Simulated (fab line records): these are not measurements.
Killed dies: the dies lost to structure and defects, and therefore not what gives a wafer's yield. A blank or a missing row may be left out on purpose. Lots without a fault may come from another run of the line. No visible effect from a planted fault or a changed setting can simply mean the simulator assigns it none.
A struck lot beside a sound one || flow n5Finfet || 35 steps out of a route of 1938
Sound: the wafers L423.1, L423.4, L423.5. Struck: wafer L424.3 (L424.5, L424.6, from the same lot, were not struck and are left out); the cause is given at the end.
For every step that has rows: the tool of each side, followed by ch and its chambers, followed by its first start. Under that, the readings that differ: sound wafers || struck wafers || difference of the means || sigmas: that difference in standard deviations of wafers without a fault.
alike: readings whose means differ by less than 2 such deviations, and words and numbers that are the same on both sides. not compared: withheld readings, readings that some wafer has no value for, bounds like >300 that may hide the same value, and numbers for which the record gives no deviation and whose values overlap.
The two part at a step that has a row with sigmas, a row that says differs or no value, or rows on one side only. When numbers do not overlap yet have no deviation, they are printed without sigmas and do not part them. Lack of a reading on every wafer of one side parts them only where that side has two or more wafers.

first, 10 steps without rows for these wafers: N5_BEOL_M11_TRENCH_ETCH_37 (etches SiCOH lowk in C4F6/O2, target depth 148.83 nm, time 48 s); N5_BEOL_M11_ETCH_41 (etches SiCN in CH3F/O2, target depth 42.6 nm, time 86 s); N5_BEOL_M11_STRIP_77 (strips in N2/H2, time 10 s); N5_BEOL_M11_HM_STRIP_39 (strips TiN in peroxide tin strip, target depth 25 nm, time 158 s); N5_BEOL_M11_SRD_40 (time 30 s); N5_BEOL_M11_PRECLEAN_42 (cleans in residue remover, time 60 s); N5_BEOL_M11_SRD_43 (time 30 s); N5_BEOL_M11_CURE_72 (cures SiCOH lowk, time 120 s); N5_BEOL_M11_DEGAS_44 (time 60 s); N5_BEOL_M11_PRE_CLEAN_45 (time 30 s).
N5_BEOL_M11_ALD_74: deposits TaN, target thk 2 nm, pulse time 2 s, purge time 3 s.
  sound on aldMetal-02 ch 0,1,2, day 10 22:49; struck on aldMetal-02 ch 3, day 11 17:14
{"reading": "aldCycles", "sound": "40 40 40", "struck": 66, "difference": "+26", "sigmas": ""}
{"reading": "model.TaN_of_BEOL_M11_ALD_74.thkNm (nm)", "sound": "2 2 2", "struck": 3.4, "difference": "+1.4", "sigmas": ""}
  alike: heaterPowerW
then, 5 steps without rows for these wafers: N5_BEOL_M11_SURFACE_TREAT_76; N5_BEOL_M11_CVD_75 (deposits Co from CCTBA/H2, target thk 2 nm, time 138.9 s); N5_BEOL_M11_SPUTTER_48 (material Cu, target thk 12 nm, time 2 s); N5_BEOL_M11_ECD_50 (material Cu, target thk 318 nm); N5_BEOL_M11_ANNEAL_51 (time 90 s).
N5_BEOL_M11_CMP_52: polishes, stops on SiCOH lowk, t overpolish 7 s, target thk 140 nm.
  sound on cmp-01 ch 1,2,3, day 11 00:32; struck on cmp-01 ch 2, day 11 19:16
{"reading": "barrierFieldEndpointS (s)", "sound": "29.2 30.7 29.2", "struck": 31.3, "difference": "+1.6", "sigmas": "+3"}
  alike: motorCurrentA
then, 16 steps without rows for these wafers: N5_BEOL_M11_PRE_CLEAN_55 (time 15 s); N5_BEOL_M11_DEP_56 (deposits SiCN from 3MS/NH3, target thk 30 nm, time 10.5 s); N5_BEOL_M12_ILD_DEP_00 (deposits SiOC from DEMS/O2, target thk 658.92 nm, time 130.7 s); N5_BEOL_M12_COAT_58 (time 60 s, resist thk 89 nm); N5_BEOL_M12_COAT_04 (resist thk 400 nm); N5_BEOL_M12_EBR_06; N5_BEOL_M12_SOFTBAKE_05 (time 60 s); N5_BEOL_M12_EXPOSE_07 (exposes mask V11); N5_BEOL_M12_PEB_08 (peb time 90 s); N5_BEOL_M12_DEVELOP_09 (develop time 45 s); N5_BEOL_M12_HARDBAKE_14 (time 120 s); N5_BEOL_M12_DESCUM_15 (chemistry O2, time 7.9 s); N5_BEOL_M12_ETCH_59 (etches BARC in N2/H2, target depth 89 nm, overetch 26.7 nm, time 67.9 s); N5_BEOL_M12_VIA_ETCH_16 (etches SiOC in C4F8/O2/Ar, target depth 724.8 nm); N5_BEOL_M12_STRIP_63 (strips in N2/H2); N5_BEOL_M12_STRIP_64 (strips in N2/H2).
N5_BEOL_M15_RC_MEAS_101:
  sound on prober-01 ch 0, day 12 08:24; struck on prober-02 ch 0, day 12 20:50
{"reading": "COMB_M11 (S/m)", "sound": "1.7e-11 1.9e-11 2.1e-11", "struck": 1e-11, "difference": -9e-12, "sigmas": -3}
{"reading": "COMB_M12 (S/m)", "sound": "7.2e-12 7e-12 6.6e-12", "struck": 3.1e-12, "difference": -3.8e-12, "sigmas": -3}
{"reading": "COMB_M6 (S/m)", "sound": "3.3e-11 3.2e-11 3.4e-11", "struck": 1.1e-11, "difference": -2.2e-11, "sigmas": -4}
{"reading": "SERP_M11 (ohm/um)", "sound": "3.03 3.01 3.09", "struck": 3.37, "difference": "+0.33", "sigmas": "+5"}
{"reading": "SERP_M11_max_site (ohm/um)", "sound": "3.15 3.09 3.15", "struck": 3.45, "difference": "+0.32", "sigmas": "+4"}
{"reading": "SERP_M7 (ohm/um)", "sound": "13.0 13.2 12.4", "struck": 14.0, "difference": "+1.1", "sigmas": "+2"}
{"reading": "SERP_M9 (ohm/um)", "sound": "2.98 3.10 3.00", "struck": 3.16, "difference": "+0.13", "sigmas": "+2"}
  alike: COMB_M10, COMB_M13, COMB_M14, COMB_M15, COMB_M5, COMB_M7, COMB_M8, COMB_M9, SERP_M10, SERP_M10_max_site, SERP_M12, SERP_M13, SERP_M14, SERP_M5, SERP_M6, SERP_M6_max_site, SERP_M8
N5_PASSIVATION_PROBE_49:
  sound on prober-01 at day 13 00:02; struck on prober-02 at day 13 11:14
  alike: defectLimitedYield, killed_at_M0_to_M3, killed_at_M4_up, killedAtContacts, killedAtFrontEnd, killedAtOther, killedDies, killedOnRim, killedOpen, killedShort, sort_bin_5_function, sort_bin_6_memory, sortNPass, sortYieldPct

WHERE THEY PART
First at N5_BEOL_M11_CMP_52; last, within this record, at N5_BEOL_M15_RC_MEAS_101. Later steps at which nothing parts them and some readings are alike: N5_PASSIVATION_PROBE_49.

WHY: whatever the simulator had introduced
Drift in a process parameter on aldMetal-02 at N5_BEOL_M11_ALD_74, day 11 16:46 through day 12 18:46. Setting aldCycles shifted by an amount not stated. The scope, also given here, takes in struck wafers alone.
